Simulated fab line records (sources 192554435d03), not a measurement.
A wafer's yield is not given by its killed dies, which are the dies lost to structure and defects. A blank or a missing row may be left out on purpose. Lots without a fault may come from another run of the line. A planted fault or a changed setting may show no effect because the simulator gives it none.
Which tool did it? + flow n5 finfet + 9 lots, 22 wafers sampled, at 5 steps of a route of 1938

== WHAT THE GAUGES SHOWED, per wafer ==
N5_BEOL_M4_RC_MEAS_101. Usual: DIBL_N 36.2 mV/V, standard deviation 2; DIBL_P 36.1 mV/V, standard deviation 2.4; IOFF_N 0.16 nA/um, standard deviation 0.035; IOFF_N_85C 3.1 nA/um, standard deviation 0.58; IOFF_N_LIN 0.073 nA/um, standard deviation 0.014; IOFF_N_LONG 5.57e-05 nA/um, standard deviation 2.6e-06; IOFF_P 0.22 nA/um, standard deviation 0.041; IOFF_P_LIN 0.102 nA/um, standard deviation 0.015; IOFF_P_LONG 0.000108 nA/um, standard deviation 1.2e-05; ION_N 675 uA/um, standard deviation 14; ION_P 465 uA/um, standard deviation 8.6; SS_N 71.5 mV/dec, standard deviation 0.64; SS_P 73.2 mV/dec, standard deviation 0.76; VT_N 250 mV, standard deviation 3.9; VT_N_LONG 275.1 mV, standard deviation 2.2; VT_N_LVT 100 mV, standard deviation 3.9; VT_P -249 mV, standard deviation 3.4; VT_P_LONG -274.3 mV, standard deviation 3; VT_P_LVT -99 mV, standard deviation 3.4.
| lot  | measured     | on        | DIBL_N (mV/V)  | DIBL_P (mV/V)  | IOFF_N (nA/um) | IOFF_N_85C (nA/um) | IOFF_N_LIN (nA/um) | IOFF_N_LONG (nA/um)        | IOFF_P (nA/um) | IOFF_P_LIN (nA/um) | IOFF_P_LONG (nA/um)        | ION_N (uA/um) | ION_P (uA/um) | SS_N (mV/dec)  | SS_P (mV/dec)  | VT_N (mV)   | VT_N_LONG (mV)    | VT_N_LVT (mV) | VT_P (mV)      | VT_P_LONG (mV)       | VT_P_LVT (mV)  | flag |
|------|--------------|-----------|----------------|----------------|----------------|--------------------|--------------------|----------------------------|----------------|--------------------|----------------------------|---------------|---------------|----------------|----------------|-------------|-------------------|---------------|----------------|----------------------|----------------|------|
| L977 | day 9 14:08  | prober-01 | 34.8 35.7 35.7 | 34.5 36.2 36.0 | 0.13 0.16 0.16 | 2.8 3.1 3.1        | 0.065 0.075 0.075  | 5.92e-05 5.92e-05 5.9e-05  | 0.20 0.22 0.23 | 0.096 0.105 0.106  | 0.000107 0.000111 0.000109 | 665 680 675   | 456 470 476   | 71.7 71.5 71.6 | 72.6 73.6 72.8 | 248 248 249 | 273.7 272.8 272.9 | 101 98 98     | -251 -246 -249 | -273.9 -273.3 -273.0 | -99 -98 -97    |      |
| L978 | day 10 10:10 | prober-01 | 35.5 39.5      | 34.8 39.4      | 0.05 0.23      | 1.2 4.3            | 0.024 0.099        | 3.38e-05 5.87e-05          | 0.31 0.31      | 0.152 0.136        | 0.00016 0.000119           | 606 694       | 486 474       | 71.5 72.5      | 72.6 74.0      | 282 246     | 306.7 275.0       | 131 95        | -240 -245      | -260.8 -267.2        | -87 -91        | OFF  |
| L979 | day 9 21:41  | prober-01 | 39.0 36.4      | 40.3 37.6      | 0.08 0.18      | 1.8 3.4            | 0.033 0.081        | 3.2e-05 5.63e-05           | 0.41 0.25      | 0.178 0.117        | 0.000139 0.000119          | 616 686       | 477 467       | 72.3 70.7      | 73.5 74.2      | 276 248     | 301.8 273.4       | 126 98        | -235 -245      | -263.3 -273.1        | -85 -96        | OFF  |
| L983 | day 11 16:47 | prober-02 | 34.5 37.8 36.8 | 37.1 40.2 39.5 | 0.17 0.21 0.19 | 3.2 3.9 3.6        | 0.078 0.090 0.085  | 5.9e-05 5.96e-05 5.88e-05  | 0.26 0.30 0.29 | 0.121 0.133 0.129  | 0.000127 0.000134 0.000126 | 700 692 701   | 483 479 482   | 71.5 72.4 71.1 | 73.2 73.9 73.4 | 245 248 248 | 272.0 271.6 272.7 | 97 97 98      | -246 -243 -244 | -269.6 -269.8 -270.0 | -93 -94 -93    |      |
| L984 | day 11 16:20 | prober-01 | 35.0 36.6      | 35.3 38.1      | 0.05 0.06      | 1.1 1.3            | 0.024 0.028        | 3.13e-05 3.1e-05           | 0.27 0.32      | 0.130 0.148        | 0.000131 0.000131          | 599 615       | 475 486       | 71.2 71.1      | 72.9 73.7      | 282 279     | 304.3 301.1       | 128 125       | -239 -239      | -265.2 -265.5        | -88 -87        | OFF  |
| L987 | day 12 00:33 | prober-01 | 36.6 33.0      | 37.2 31.7      | 0.16 0.10      | 3.0 2.0            | 0.073 0.048        | 5.74e-05 5.75e-05          | 0.23 0.16      | 0.114 0.085        | 0.000124 0.000121          | 677 653       | 472 453       | 71.4 71.0      | 72.4 71.6      | 249 255     | 274.0 274.1       | 102 108       | -246 -251      | -271.6 -270.3        | -98 -103       |      |
| L990 | day 13 05:14 | prober-02 | 34.1 36.5      | 34.6 36.2      | 0.12 0.16      | 2.5 3.1            | 0.059 0.070        | 5.14e-05 5.14e-05          | 0.19 0.19      | 0.094 0.090        | 0.0001 9.2e-05             | 664 652       | 465 443       | 71.1 72.1      | 73.1 74.3      | 257 251     | 278.1 278.0       | 105 103       | -251 -254      | -277.4 -280.0        | -104 -106      |      |
| L993 | day 13 10:43 | prober-01 | 36.4 37.7 38.0 | 34.9 37.5 37.4 | 0.14 0.19 0.18 | 2.7 3.5 3.4        | 0.066 0.086 0.080  | 5.59e-05 5.57e-05 5.66e-05 | 0.19 0.22 0.24 | 0.093 0.104 0.111  | 0.00011 0.000105 0.000113  | 669 682 678   | 456 464 461   | 71.8 71.5 72.2 | 72.9 74.7 74.3 | 253 247 250 | 273.7 277.2 275.7 | 102 98 98     | -251 -251 -246 | -272.5 -276.6 -273.3 | -101 -99 -96   |      |
| L994 | day 14 02:49 | prober-01 | 36.4 36.0 33.9 | 36.3 36.5 33.8 | 0.15 0.14 0.12 | 2.8 2.8 2.5        | 0.064 0.065 0.058  | 5.09e-05 5.18e-05 5.18e-05 | 0.18 0.18 0.16 | 0.088 0.088 0.079  | 9.1e-05 8.7e-05 8.9e-05    | 654 671 669   | 446 454 458   | 71.6 71.5 70.8 | 73.3 73.3 71.7 | 257 254 254 | 277.9 276.9 279.3 | 105 104 104   | -255 -254 -256 | -278.0 -277.9 -277.5 | -103 -104 -104 |      |

== WHICH TOOL RAN EACH LOT (tool, then ch and the chambers of the sampled wafers, then the start) ==
| lot  | N5_HKMG_FIN_ETCH_31               | N5_HKMG_FIN_ETCH_32               | N5_HKMG_FIN_ALD_91                 | N5_HKMG_FIN_ETCH_67               |
|------|-----------------------------------|-----------------------------------|------------------------------------|-----------------------------------|
| L977 | rie diel-03 ch 1,2, day 5 14:53   | rie diel-03 ch 1,2, day 5 14:56   | ald metal-04 ch 0,2, day 5 15:50   | rie diel-04 ch 0,1,2, day 5 17:14 |
| L978 | rie diel-01 ch 1,2, day 5 21:39   | rie diel-01 ch 1,2, day 5 21:42   | ald metal-03 ch 0,2, day 5 22:36   | rie diel-03 ch 0,2, day 6 00:19   |
| L979 | rie diel-03 ch 2,3, day 6 03:29   | rie diel-03 ch 2,3, day 6 03:37   | ald metal-03 ch 0,1, day 6 04:25   | rie diel-01 ch 0,2, day 6 05:49   |
| L983 | rie diel-04 ch 2,3, day 7 08:35   | rie diel-04 ch 2,3, day 7 08:38   | ald metal-02 ch 0,1,3, day 7 09:32 | rie diel-03 ch 0,3, day 7 10:56   |
| L984 | rie diel-04 ch 2, day 7 10:13     | rie diel-04 ch 2, day 7 10:16     | ald metal-03 ch 1,3, day 7 11:09   | rie diel-03 ch 0,2, day 7 12:34   |
| L987 | rie diel-04 ch 0,3, day 8 01:09   | rie diel-04 ch 0,3, day 8 01:13   | ald metal-04 ch 2, day 8 02:06     | rie diel-03 ch 2, day 8 03:35     |
| L990 | rie diel-04 ch 0,1, day 8 22:40   | rie diel-04 ch 0,1, day 8 22:43   | ald metal-04 ch 2,3, day 8 23:37   | rie diel-04 ch 2,3, day 9 01:14   |
| L993 | rie diel-04 ch 1,3, day 9 16:19   | rie diel-04 ch 1,3, day 9 16:22   | ald metal-03 ch 0,1,2, day 9 17:15 | rie diel-04 ch 1,3, day 9 18:40   |
| L994 | rie diel-01 ch 0,2,3, day 9 20:28 | rie diel-01 ch 0,2,3, day 9 20:32 | ald metal-03 ch 0,2,3, day 9 21:25 | rie diel-03 ch 0,1,2, day 9 22:50 |
- N5_HKMG_FIN_ETCH_31: etches SiARC in CF4, target depth 45.5 nm, time 75.8 s.
- N5_HKMG_FIN_ETCH_32: etches SOC in N2/H2, target depth 240 nm, time 300 s.
- N5_HKMG_FIN_ALD_91: deposits TiN, target thk 1 nm, pulse time 1 s, purge time 3 s.
- N5_HKMG_FIN_ETCH_67: etches SOC in N2/H2, stops on TiN, target depth 388.9 nm.

== AS READ BY THE TOOLS THEMSELVES (means over the sampled wafers that have a number; for cases with no such wafer, the mark the record gives instead) ==
N5_HKMG_FIN_ETCH_31. Usual: cf4 flow sccm 99.96 sccm, standard deviation 0.3; drypump motor current A 5.6 A, standard deviation 0.39; etch rf on time s 74.7 s, standard deviation 1.8; oes product au 0.68 a.u., standard deviation 0.08; rf vpp V 183.9 V, standard deviation 1; showerhead plenum p Torr 2.13 Torr, standard deviation 0.053; throttle valve pct 15.5 %, standard deviation 0.3.
| lot  | tool        | cf4 flow sccm (sccm) | drypump motor current A (A) | etch rf on time s (s) | oes product au (a.u.) | rf vpp V (V) | showerhead plenum p Torr (Torr) | throttle valve pct (%) | flag |
|------|-------------|----------------------|-----------------------------|-----------------------|-----------------------|--------------|---------------------------------|------------------------|------|
| L977 | rie diel-03 | 99.76                | 5.3                         | 73.4                  | 0.67                  | 184.5        | 2.18                            | 15.5                   |      |
| L978 | rie diel-01 | 99.75                | 5.8                         | 74.1                  | 0.67                  | 184.3        | 2.16                            | 15.4                   |      |
| L979 | rie diel-03 | 99.84                | 5.5                         | 75.1                  | 0.71                  | 184.6        | 2.14                            | 15.5                   |      |
| L983 | rie diel-04 | 100.17               | 5.1                         | 77.1                  | 0.67                  | 182.6        | 2.06                            | 15.5                   |      |
| L984 | rie diel-04 | 99.75                | 5.5                         | 74.1                  | 0.72                  | 183.1        | 2.08                            | 15.3                   |      |
| L987 | rie diel-04 | 100.00               | 5.5                         | 76.8                  | 0.64                  | 182.8        | 2.08                            | 15.7                   |      |
| L990 | rie diel-04 | 100.16               | 5.7                         | 74.8                  | 0.69                  | 183.2        | 2.09                            | 15.6                   |      |
| L993 | rie diel-04 | 100.20               | 5.1                         | 77.6                  | 0.68                  | 183.9        | 2.06                            | 15.6                   |      |
| L994 | rie diel-01 | 99.65                | 5.6                         | 74.2                  | 0.67                  | 183.8        | 2.12                            | 15.6                   |      |

N5_HKMG_FIN_ETCH_32. Usual: drypump motor current A 5.6 A, standard deviation 0.39; oes product au 0.79 a.u., standard deviation 0.096; rf vpp V 523.3 V, standard deviation 2; showerhead plenum p Torr 2.52 Torr, standard deviation 0.064; throttle valve pct 17.7 %, standard deviation 0.33.
| lot  | tool        | drypump motor current A (A) | oes product au (a.u.) | rf vpp V (V) | showerhead plenum p Torr (Torr) | throttle valve pct (%) | flag |
|------|-------------|-----------------------------|-----------------------|--------------|---------------------------------|------------------------|------|
| L977 | rie diel-03 | 5.3                         | 0.79                  | 525.8        | 2.59                            | 17.8                   |      |
| L978 | rie diel-01 | 5.8                         | 0.77                  | 524.2        | 2.54                            | 17.6                   |      |
| L979 | rie diel-03 | 5.5                         | 0.83                  | 523.8        | 2.56                            | 17.8                   |      |
| L983 | rie diel-04 | 5.1                         | 0.79                  | 520.6        | 2.46                            | 17.8                   |      |
| L984 | rie diel-04 | 5.5                         | 0.84                  | 522.2        | 2.46                            | 17.3                   |      |
| L987 | rie diel-04 | 5.5                         | 0.73                  | 522.4        | 2.47                            | 17.9                   |      |
| L990 | rie diel-04 | 5.8                         | 0.81                  | 522.0        | 2.49                            | 17.7                   |      |
| L993 | rie diel-04 | 5.1                         | 0.80                  | 521.1        | 2.46                            | 17.9                   |      |
| L994 | rie diel-01 | 5.7                         | 0.77                  | 521.7        | 2.51                            | 17.7                   |      |

N5_HKMG_FIN_ALD_91. Usual: heater power w 879 W, standard deviation 97; precursor pulse height rel 0.999, standard deviation 0.021.
| lot  | tool         | heater power w (W) | precursor pulse height rel | flag |
|------|--------------|--------------------|----------------------------|------|
| L977 | ald metal-04 | 835                | 1.011                      |      |
| L978 | ald metal-03 | 835                | 0.996                      |      |
| L979 | ald metal-03 | 856                | 1.010                      |      |
| L983 | ald metal-02 | 923                | 0.995                      |      |
| L984 | ald metal-03 | 954                | 0.992                      |      |
| L987 | ald metal-04 | 844                | 0.985                      |      |
| L990 | ald metal-04 | 804                | 1.003                      |      |
| L993 | ald metal-03 | 847                | 1.014                      |      |
| L994 | ald metal-03 | 908                | 0.982                      |      |

N5_HKMG_FIN_ETCH_67. Usual: drypump motor current A 5.6 A, standard deviation 0.4; oes product au 0.78 a.u., standard deviation 0.09; rf vpp V 240.5 V, standard deviation 1.1; showerhead plenum p Torr 2.52 Torr, standard deviation 0.059; throttle valve pct 17.7 %, standard deviation 0.33.
| lot  | tool        | drypump motor current A (A) | oes product au (a.u.) | rf vpp V (V) | showerhead plenum p Torr (Torr) | throttle valve pct (%) | flag |
|------|-------------|-----------------------------|-----------------------|--------------|---------------------------------|------------------------|------|
| L977 | rie diel-04 | 5.7                         | 0.84                  | 239.8        | 2.49                            | 17.5                   |      |
| L978 | rie diel-03 | 6.0                         | 0.84                  | 240.6        | 2.56                            | 17.5                   |      |
| L979 | rie diel-01 | 5.8                         | 0.70                  | 239.3        | 2.46                            | 17.9                   |      |
| L983 | rie diel-03 | 5.8                         | 0.70                  | 240.1        | 2.52                            | 18.1                   |      |
| L984 | rie diel-03 | 6.1                         | 0.82                  | 241.7        | 2.56                            | 17.6                   |      |
| L987 | rie diel-03 | 5.6                         | 0.90                  | 241.4        | 2.59                            | 17.3                   |      |
| L990 | rie diel-04 | 5.2                         | 0.78                  | 239.2        | 2.45                            | 17.6                   |      |
| L993 | rie diel-04 | 5.2                         | 0.83                  | 240.0        | 2.47                            | 17.9                   |      |
| L994 | rie diel-03 | 5.7                         | 0.82                  | 241.3        | 2.56                            | 17.6                   |      |

== THE ANSWER, worked out from the rows above alone ==
Rule: a lot counts as off when the mean over its wafers that have a number is more than 3 standard deviations away from the usual mean. Also off: a lot with no number at a reading for which 4 or more lots have one. All remaining lots with rows at the step are treated as sound. First the gauges in route order, then the tools' own readings, where a lot's mean is used as printed above. The first step at which some lot is off is used, and at that step the reading that is off furthest; a lot without a number counts as furthest.
Off: at N5_BEOL_M4_RC_MEAS_101 (VT_N_LONG), L978, L979, L984.
A tool fits if, at a process step before that reading, it ran every lot that is off, and no sound lot after the first of them. Those tools and the gauges at N5_BEOL_M4_RC_MEAS_101 are tried in the same way. No candidate that was tried fits.

== WHAT WAS PUT IN BY THE SIMULATOR ==
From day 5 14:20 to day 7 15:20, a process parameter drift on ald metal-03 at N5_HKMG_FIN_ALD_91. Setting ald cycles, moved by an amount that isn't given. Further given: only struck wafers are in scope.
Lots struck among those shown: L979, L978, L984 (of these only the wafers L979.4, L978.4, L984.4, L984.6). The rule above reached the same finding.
